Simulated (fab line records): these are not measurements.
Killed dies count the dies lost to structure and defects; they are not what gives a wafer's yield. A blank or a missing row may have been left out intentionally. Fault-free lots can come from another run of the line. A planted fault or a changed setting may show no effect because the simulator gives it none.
fab line records	flow n5Finfet
record lots=7	wafers=21	lastDay=19
route steps=1938 shown BEOL_M15@1788
lots untouched by any fault: they come from a run of this same line in which no faults occurred
startH: start of the lot's first displayed wafer, in hours after the record's first day	waitH: hours elapsed since this lot's preceding step	" same as the row above	L1.1+2: a row that stands for several wafers	- either no value or no given start	* or withheld: withheld	< > ~ a bound
route shown NAME@n: names a module that has steps shown in the file, with the first one's number in the route	usual: average and standard deviation across the fault-free wafers	same: alike in all rows	chamber/n: place in a boat	sites: per-site readings	_std_site: their standard deviation	_edge_site: the outer-site mean with the inner-site mean subtracted	radiusMm: how far each site lies from the wafer's centre	mask NAME#n: copy n	behind: the last tool/chamber to shape the wafer	hold: why the lot went on hold/how many hours it stayed there/how the hold came to an end	device: transistor that didn't switch, given as n, p or np	end of line: the route-end tests of the same wafers	where a step has no rows: the recipe by itself	killed: at the first sort, the dies lost to defects and structure; wafer yield is something else	map: per-die view of a wafer (x killed, . not killed, _ where there is no die)
set.NAME: setting as actually run; set.NAME@STEP: the setting as run at that earlier step	model.NAME: the simulator's own value behind a step, which no gauge read
lots seen at some steps along the route; tables by step, rows by wafer
services: from which hour (startH, from the record's first day; less than 0 if before it) a tool's chamber was out of use, for how many hours, and why
## steps
# step N5_BEOL_M15_VIA_ETCH_16
# recipe chemistry=C4F8/O2/Ar	target=SiO2	heInnerTorr=15	heOuterTorr=30	targetDepthA=17922	timeS=withheld	ionEnergyEv=800	pressureMtorr=20	sourceW=1905	biasW=2040	Ar_flow_sccm=400	C4F8_flow_sccm=16	O2_flow_sccm=12	ends=cleared
# usual drypumpMotorCurrentA=5.5/0.34	heInnerTorr=15.001/0.03	heOuterTorr=30.00/0.058	oes_ar_750_au=0.83/0.1	oesProductAu=0.75/0.099	rfVppV=2231/42	showerheadPlenumPTorr=3.41/0.13	throttleValvePct=30.79/0.22
lot.wafer	tool	chamber	startH	waitH	drypumpMotorCurrentA	heInnerTorr	heOuterTorr	oes_ar_750_au	oesProductAu	rfVppV	showerheadPlenumPTorr	throttleValvePct
L731.3	rieDiel-06	3	271.86	0.0	5.4	15.008	29.95	0.72	0.65	2237	3.29	31.26
L731.4	"	1	"	"	5.7	14.946	30.08	0.74	0.65	2229	3.30	31.00
L731.5	"	2	"	"	5.2	15.007	29.99	0.71	0.63	2263	3.53	30.84
L735.2	rieDiel-04	3	350.45	0.0	5.6	14.977	30.00	0.98	0.87	2183	3.35	30.56
L735.3	"	2	"	"	5.3	14.976	29.98	0.70	0.62	2258	3.56	31.06
L735.5	"	3	"	"	5.6	15.015	30.02	0.96	0.86	2183	3.35	30.53
L743.3	rieDiel-04	0	387.99	0.0	5.8	14.949	29.94	0.84	0.75	2160	3.36	30.80
L743.4	"	3	"	"	5.6	14.978	29.98	0.92	0.83	2183	3.34	30.56
L743.6	"	0	"	"	5.8	14.975	30.01	0.84	0.75	2164	3.36	30.80
L745.1	rieDiel-06	2	392.57	0.0	5.2	14.981	30.00	0.94	0.85	2259	3.51	30.69
L745.4	"	0	"	"	4.9	14.966	29.97	0.79	0.70	2255	3.34	30.68
L745.6	"	0	"	"	4.9	15.007	30.01	0.78	0.71	2255	3.34	30.68
L746.1	rieDiel-02	2	403.63	0.0	5.5	15.029	29.92	0.92	0.84	2292	3.38	30.63
L746.3	"	3	"	"	5.7	15.016	29.96	0.97	0.90	2155	3.35	30.74
L746.5	"	0	"	"	5.4	14.986	30.00	0.86	0.80	2244	3.49	30.80
L744.1	rieDiel-06	0	426.75	0.0	4.9	15.015	29.98	0.77	0.70	2254	3.33	30.71
L744.4	"	1	"	"	5.7	14.997	29.96	0.93	0.86	2266	3.68	30.73
L744.5	"	2	"	"	5.3	14.995	30.10	0.90	0.83	2260	3.51	30.70
L752.1	rieDiel-06	2	435.17	0.0	5.2	15.023	29.95	0.90	0.82	2259	3.51	30.71
L752.3	"	0	"	"	4.9	14.991	30.01	0.77	0.68	2254	3.33	30.70
L752.4	"	1	"	"	5.7	14.962	29.95	0.92	0.85	2266	3.68	30.75
# step N5_BEOL_M15_STRIP_63
# recipe chemistry=O2	powerW=600	tempC=60	pressureMtorr=30	rfFrequencyHz=6e+07	biasPowerW=0	overashFraction=0.3	o2FlowSccm=225
# usual drypumpMotorCurrentA=5.5/0.33	oesProductAu=0.83/0.11	rfVppV=3.7/0.76	showerheadPlenumPTorr=2.08/0.077	tempC=60.01/0.11	throttleValvePct=16.58/0.27
lot.wafer	tool	chamber	startH	waitH	drypumpMotorCurrentA	oesProductAu	rfHoursCounterH	rfVppV	showerheadPlenumPTorr	tempC	throttleValvePct
L731.3	rieDiel-06	3	-	-	5.4	0.73	194	4.5	2.02	59.74	17.16
L731.4	"	1	"	"	5.7	0.72	221	2.6	1.99	60.07	16.62
L731.5	"	2	"	"	5.2	0.70	-	3.3	2.17	60.02	16.82
L735.2	rieDiel-04	3	-	-	5.6	0.96	6	5.1	2.05	60.08	16.44
L735.3	"	2	"	"	5.2	0.69	216	2.8	2.17	59.87	16.90
L735.5	"	3	"	"	5.7	0.96	-	3.7	2.05	60.01	16.44
L743.3	rieDiel-04	0	-	-	5.8	0.83	83	3.1	2.05	59.83	16.58
L743.4	"	3	"	"	5.6	0.91	21	2.2	2.05	59.97	16.47
L743.6	"	0	"	"	5.8	0.82	-	3.3	2.05	59.97	16.56
L745.1	rieDiel-06	2	-	-	5.2	0.95	15	3.0	2.15	60.18	16.40
L745.4	"	0	"	"	4.9	0.78	90	4.5	2.04	60.10	16.53
L745.6	"	0	"	"	4.9	0.78	-	4.0	2.04	60.10	16.59
L746.1	rieDiel-02	2	-	-	5.5	0.92	23	3.4	2.05	59.91	16.27
L746.3	"	3	"	"	5.7	1.00	7	3.4	2.06	60.26	16.57
L746.5	"	0	"	"	5.4	0.89	-	3.9	2.12	60.05	16.49
L744.1	rieDiel-06	0	-	-	4.9	0.78	102	3.1	2.04	59.93	16.60
L744.4	"	1	"	"	5.6	0.93	-	5.1	2.23	59.81	16.25
L744.5	"	2	"	"	5.2	0.91	-	3.9	2.15	59.97	16.44
L752.1	rieDiel-06	2	-	-	5.2	0.91	31	3.9	2.15	59.93	16.45
L752.3	"	0	"	"	4.9	0.78	106	2.5	2.04	60.09	16.61
L752.4	"	1	"	"	5.6	0.93	-	4.0	2.23	59.99	16.24
# step N5_BEOL_M15_STRIP_64
# recipe chemistry=O2	powerW=600	tempC=60	pressureMtorr=30	rfFrequencyHz=6e+07	biasPowerW=0	overashFraction=0.3	o2FlowSccm=225
# usual drypumpMotorCurrentA=5.5/0.33	oesProductAu=0.83/0.11	rfVppV=3.7/0.53	showerheadPlenumPTorr=2.08/0.077	tempC=59.99/0.11	throttleValvePct=16.58/0.27
lot.wafer	tool	chamber	startH	waitH	drypumpMotorCurrentA	oesProductAu	rfHoursCounterH	rfVppV	showerheadPlenumPTorr	tempC	throttleValvePct
L731.3	rieDiel-06	3	-	-	5.4	0.72	194	3.6	2.02	59.80	17.15
L731.4	"	1	"	"	5.7	0.72	222	2.9	1.99	60.05	16.66
L731.5	"	2	"	"	5.2	0.70	-	3.4	2.17	59.93	16.83
L735.2	rieDiel-04	3	-	-	5.7	0.95	6	3.6	2.05	59.94	16.43
L735.3	"	2	"	"	5.2	0.69	216	3.1	2.17	59.90	16.90
L735.5	"	3	"	"	5.7	0.95	-	4.3	2.05	59.86	16.41
L743.3	rieDiel-04	0	-	-	5.8	0.82	83	4.0	2.05	59.97	16.55
L743.4	"	3	"	"	5.6	0.91	21	2.8	2.05	60.02	16.47
L743.6	"	0	"	"	5.8	0.83	-	3.3	2.05	59.88	16.57
L745.1	rieDiel-06	2	-	-	5.2	0.95	15	5.0	2.15	60.06	16.41
L745.4	"	0	"	"	4.9	0.78	90	3.5	2.04	59.97	16.57
L745.6	"	0	"	"	4.9	0.79	-	4.5	2.04	60.08	16.59
L746.1	rieDiel-02	2	-	-	5.5	0.93	23	3.9	2.05	59.93	16.27
L746.3	"	3	"	"	5.7	0.99	7	3.6	2.06	60.07	16.58
L746.5	"	0	"	"	5.5	0.89	-	4.3	2.12	60.07	16.51
L744.1	rieDiel-06	0	-	-	4.9	0.78	102	3.7	2.04	59.97	16.60
L744.4	"	1	"	"	5.7	0.94	-	3.7	2.23	59.84	16.24
L744.5	"	2	"	"	5.2	0.91	-	3.4	2.15	59.98	16.45
L752.1	rieDiel-06	2	-	-	5.2	0.91	31	3.2	2.15	60.06	16.44
L752.3	"	0	"	"	4.9	0.77	106	3.8	2.04	60.00	16.61
L752.4	"	1	"	"	5.6	0.92	-	3.7	2.23	59.88	16.25
# step N5_BEOL_M15_STRIP_65
# recipe chemistry=postEtchResidueRemover	timeS=60	tempC=25	removerPh=withheld	removerWaterWtPct=withheld	removerFluorideWtPct=withheld
# step N5_BEOL_M15_SRD_66
# recipe timeS=30	tempC=23	rinseLiquid=diw	dry=n2Spin	spinRpm=1500	dryTimeS=30
# step N5_BEOL_M15_CD_MEAS_17
# recipe targetCdNm=360	polarity=opening
# usual cdNm=360.5/2.3
lot.wafer	tool	chamber	startH	waitH	cdNm
L731.3	cdSem-01	-	272.28	0.0	364.2
L731.4	"	-	"	"	361.9
L731.5	"	-	"	"	358.7
L735.2	cdSem-01	-	350.86	0.0	366.1
L735.3	"	-	"	"	359.5
L735.5	"	-	"	"	362.3
L743.3	cdSem-01	-	388.45	0.0	358.2
L743.4	"	-	"	"	363.8
L743.6	"	-	"	"	361.2
L745.1	cdSem-03	-	393.02	0.0	361.1
L745.4	"	-	"	"	363.3
L745.6	"	-	"	"	364.5
L746.1	cdSem-01	-	404.04	0.0	361.3
L746.3	"	-	"	"	362.1
L746.5	"	-	"	"	363.2
L744.1	cdSem-01	-	427.16	0.0	359.5
L744.4	"	-	"	"	358.6
L744.5	"	-	"	"	359.8
L752.1	cdSem-01	-	435.58	0.0	358.8
L752.3	"	-	"	"	358.7
L752.4	"	-	"	"	358.5
# step N5_BEOL_M15_COAT_56
# recipe resist=SOC	tempC=250	timeS=60	spinRpm=1500	resistThkNm=550
# step N5_BEOL_M15_ETCH_57
# recipe chemistry=N2/H2	target=SOC	sourceW=3000	biasW=350	timeS=750	ionEnergyEv=200	pressureMtorr=30	n2FlowSccm=200	h2FlowSccm=200
# usual drypumpMotorCurrentA=5.6/0.35	oesProductAu=0.83/0.11	rfVppV=523.4/2.7	showerheadPlenumPTorr=2.53/0.094	throttleValvePct=17.71/0.24
lot.wafer	tool	chamber	startH	waitH	drypumpMotorCurrentA	oesProductAu	rfHoursCounterH	rfVppV	showerheadPlenumPTorr	throttleValvePct
L731.3	rieDiel-06	1	272.43	-	5.7	0.73	222	520.5	2.40	17.62
L731.4	"	2	"	"	5.2	0.70	232	525.1	2.63	17.95
L731.5	"	2	"	"	5.2	0.69	-	525.7	2.63	17.94
L735.2	rieDiel-02	0	350.96	-	5.5	0.92	25	524.4	2.58	17.59
L735.3	"	2	"	"	5.5	0.99	3	523.5	2.50	17.38
L735.5	"	2	"	"	5.5	1.00	-	522.2	2.50	17.39
L743.3	rieDiel-04	0	388.55	-	5.8	0.83	83	522.3	2.48	17.61
L743.4	"	2	"	"	5.2	0.68	231	525.2	2.63	18.13
L743.6	"	0	"	"	5.8	0.83	-	522.8	2.48	17.60
L745.1	rieDiel-02	0	393.12	-	5.5	0.90	41	525.0	2.58	17.63
L745.4	"	2	"	"	5.5	0.94	20	523.6	2.50	17.40
L745.6	"	1	"	"	6.0	0.68	-	519.6	2.41	17.66
L746.1	rieDiel-04	2	404.38	-	5.3	0.68	235	524.9	2.63	18.15
L746.3	"	1	"	"	6.3	0.87	42	529.2	2.70	17.74
L746.5	"	2	"	"	5.2	0.67	-	524.8	2.63	18.13
L744.1	rieDiel-04	1	427.26	-	6.2	0.86	50	526.5	2.70	17.73
L744.4	"	3	"	"	5.6	0.89	33	520.2	2.48	17.63
L744.5	"	3	"	"	5.6	0.89	-	521.3	2.48	17.64
L752.1	rieDiel-06	0	435.69	-	4.9	0.77	106	521.9	2.46	17.64
L752.3	"	1	"	"	5.7	0.92	21	528.7	2.69	17.23
L752.4	"	1	"	"	5.7	0.93	-	529.0	2.70	17.24
# step N5_BEOL_M15_COAT_60
# recipe resist=BARC	tempC=205	timeS=60	spinRpm=1500	resistThkNm=89
# step N5_BEOL_M15_COAT_22
# recipe spinRpm=1704	resistThkNm=800
# step N5_BEOL_M15_EBR_24
# recipe solvent=PGMEA	ebrWidthMm=1.5
# step N5_BEOL_M15_SOFTBAKE_23
# recipe tempC=130	timeS=60
# step N5_BEOL_M15_EXPOSE_25
# recipe maskId=M15	na=0.8	sourceShape=annular	sigmaInner=0.5	sigmaOuter=0.8	polarization=unpolarized	targetCdNm=400	doseMj=35.5
lot.wafer	tool	chamber	startH	waitH	mask	model.BEOL_M15.overlayXNm
L731.3+4+5	krfScanner-02	0	273.04	-	M15#0	0.4
L735.2+3+5	krfScanner-02	0	351.58	-	M15#0	-1.4
L743.3+4+6	krfScanner-02	0	389.16	-	M15#0	115.2
L745.1+4+6	krfScanner-02	0	393.85	-	M15#0	110.4
L746.1+3+5	krfScanner-01	0	405.11	-	M15#0	-2.8
L744.1+4+5	krfScanner-02	0	427.86	-	M15#0	108.4
L752.1+3+4	krfScanner-01	0	436.41	-	M15#0	0.6
# step N5_BEOL_M15_PEB_26
# recipe pebTempC=130	pebTimeS=90
# step N5_BEOL_M15_DEVELOP_27
# recipe developTimeS=45	rinseLiquid=diw	dry=airSpin	devTempC=21
# step N5_BEOL_M15_HARDBAKE_32
# recipe tempC=130	timeS=120
# step N5_BEOL_M15_CD_MEAS_28
# recipe targetCdNm=407.6	landingEnergyEv=500	detector=seInlens
# usual cdNm=407.0/1.6
lot.wafer	tool	chamber	startH	waitH	cdNm
L731.3	cdSem-03	0	273.20	-	408.7
L731.4	"	0	"	"	407.2
L731.5	"	0	"	"	406.5
L735.2	cdSem-02	0	351.75	-	405.5
L735.3	"	0	"	"	406.3
L735.5	"	0	"	"	407.6
L743.3	cdSem-02	0	389.33	-	409.2
L743.4	"	0	"	"	407.8
L743.6	"	0	"	"	410.1
L745.1	cdSem-01	0	394.02	-	407.5
L745.4	"	0	"	"	405.7
L745.6	"	0	"	"	407.6
L746.1	cdSem-02	0	405.28	-	406.9
L746.3	"	0	"	"	406.0
L746.5	"	0	"	"	407.2
L744.1	cdSem-02	0	428.03	-	404.8
L744.4	"	0	"	"	405.5
L744.5	"	0	"	"	404.6
L752.1	cdSem-01	0	436.58	-	407.1
L752.3	"	0	"	"	407.1
L752.4	"	0	"	"	408.1
# step N5_BEOL_M15_OVL_MEAS_29
# recipe pointsPerWafer=44
# usual M15_OVL=2/4.5
lot.wafer	tool	chamber	startH	waitH	M15_OVL[nm]
L731.3	overlay-02	0	273.23	0.0	11
L731.4	"	0	"	"	7
L731.5	"	0	"	"	3
L735.2	overlay-02	0	351.78	0.0	2
L735.3	"	0	"	"	1
L735.5	"	0	"	"	3
L743.3	overlay-02	0	389.36	0.0	113
L743.4	"	0	"	"	127
L743.6	"	0	"	"	121
L745.1	overlay-01	0	394.05	0.0	113
L745.4	"	0	"	"	107
L745.6	"	0	"	"	115
L746.1	overlay-01	0	405.31	0.0	-1
L746.3	"	0	"	"	2
L746.5	"	0	"	"	2
L744.1	overlay-01	0	428.06	0.0	112
L744.4	"	0	"	"	111
L744.5	"	0	"	"	110
L752.1	overlay-01	0	436.61	0.0	-2
L752.3	"	0	"	"	5
L752.4	"	0	"	"	9
# step N5_BEOL_M15_INSPECT_30
# recipe mode=adi	inspectInstrument=macro
# usual rawDefectCount=2.1/1.6
lot.wafer	tool	chamber	startH	waitH	rawDefectCount
L731.3	defectInspect-01	-	273.25	0.0	1
L731.4	"	-	"	"	5
L731.5	"	-	"	"	3
L735.2	defectInspect-02	-	351.80	0.0	1
L735.3	"	-	"	"	0
L735.5	"	-	"	"	0
L743.3	defectInspect-02	-	389.38	0.0	1
L743.4	"	-	"	"	1
L743.6	"	-	"	"	2
L745.1	defectInspect-02	-	394.07	0.0	2
L745.4	"	-	"	"	3
L745.6	"	-	"	"	3
L746.1	defectInspect-02	-	405.33	0.0	0
L746.3	"	-	"	"	0
L746.5	"	-	"	"	1
L744.1	defectInspect-01	-	428.09	0.0	1
L744.4	"	-	"	"	3
L744.5	"	-	"	"	2
L752.1	defectInspect-01	-	436.64	0.0	0
L752.3	"	-	"	"	2
L752.4	"	-	"	"	1
## services
tool	chamber	startH	hours	kind
krfScanner-02	-	250.42	0.4	repair
rieDiel-02	-	257.06	72.1	repair
krfScanner-02	-	262.00	3.6	pm
krfScanner-01	-	265.91	1.0	pm
krfScanner-01	-	275.19	0.8	pm
rieDiel-04	3	294.15	6.5	repair
krfScanner-01	-	300.50	1.3	pm
krfScanner-02	-	303.10	0.8	pm
krfScanner-02	-	311.53	0.8	pm
rieDiel-06	2	324.33	-	clean
rieDiel-06	2	324.33	-	consumableReplace:focusRing
krfScanner-02	-	324.71	1.0	pm
rieDiel-02	-	329.20	14.6	pm
krfScanner-02	-	331.58	1.3	pm
rieDiel-06	3	331.95	2.6	repair
rieDiel-04	-	336.59	4.8	repair
rieDiel-06	-	338.02	0.6	repair
krfScanner-02	-	345.15	0.5	repair
rieDiel-06	1	345.30	-	clean
rieDiel-06	0	347.58	3.7	repair
rieDiel-06	-	354.64	4.3	pm
krfScanner-01	-	395.17	1.7	repair
krfScanner-01	-	430.72	3.6	pm
krfScanner-01	-	434.91	1.0	pm
## key
firstSign step=N5_BEOL_M15_OVL_MEAS_29	reading=M15_OVL	direction=up	sigmas=25	usual=2	struck=114
effect none on later readings
modelEffect step=N5_BEOL_M15_EXPOSE_25	value=BEOL_M15.overlayXNm	without=-0.8667	struck=111.3
metAt N5_BEOL_M15_EXPOSE_25
struckWafers L743.3,L743.4,L743.6,L744.1,L744.4,L744.5,L745.1,L745.4,L745.6
onsetBetween 351.58 389.16
fault kind=scannerMatchingOverlay	tool=krfScanner-02	chamber=-	onsetH=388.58	steps=N5_BEOL_M15_EXPOSE_25	offset=112.19
